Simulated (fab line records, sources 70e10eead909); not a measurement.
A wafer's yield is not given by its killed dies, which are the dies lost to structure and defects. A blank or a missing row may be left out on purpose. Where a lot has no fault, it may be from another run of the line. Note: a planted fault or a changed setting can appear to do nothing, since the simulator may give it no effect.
Chamber matching ; flow nandHarc ; NHARC_A_WL_FILL_ALD_19 on aldMetal-02: 4 sister chambers
The step deposits TiN, target thk 2 nm, pulse time 3 s, ald cycles 100. 8 wafers are shown with their chamber, then 8 later ones without.

WAFERS WITH THEIR CHAMBER
wafer;chamber;heaterPowerW (W);precursorPulseHeightRel
L080.3;1;1118;0.973
L082.2;1;1124;1.002
L087.2;0;920;1.012
L087.4;2;1066;1.035
L088.2;3;1153;1.046
L088.4;0;910;0.972
L088.5;2;1043;0.981
L089.2;3;1135;1.002

WAFERS WITHOUT THEIR CHAMBER
wafer;heaterPowerW (W);precursorPulseHeightRel
L089.3;1126;1.015
L089.4;1041;0.992
L093.3;1135;1.033
L093.4;1047;0.983
L093.5;1136;1.002
L096.1;931;1.028
L096.3;1078;1.012
L096.4;1141;1.016

WHICH CHAMBER EACH ONE RAN IN
wafer;from the rows above;in truth
L089.3;can't be placed: 1 or 3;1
L089.4;2;2
L093.3;can't be placed: 3 or 1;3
L093.4;2;2
L093.5;can't be placed: 3 or 1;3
L096.1;0;0
L096.3;can't be placed: 2 or 1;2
L096.4;can't be placed: 3 or 1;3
Correctly placed: 3 of 8. Cannot be placed on the basis of these rows: 5; the candidates contain the true chamber in 5. 0 placed wrongly.
How it was worked out, from the rows above alone: a wafer's distance from a chamber is the root of the sum, over the readings, of the square of ((its reading less the chamber's mean) divided by the reading's scatter). The wafer belongs to the nearest chamber; if the next one is less than 2 further off, it can't be placed. A chamber's mean is the mean of its shown wafers. How the scatter is found: for the shown wafers, subtract from each reading the mean of its chamber, square and add these, divide the total by (wafers less chambers), then take the root.
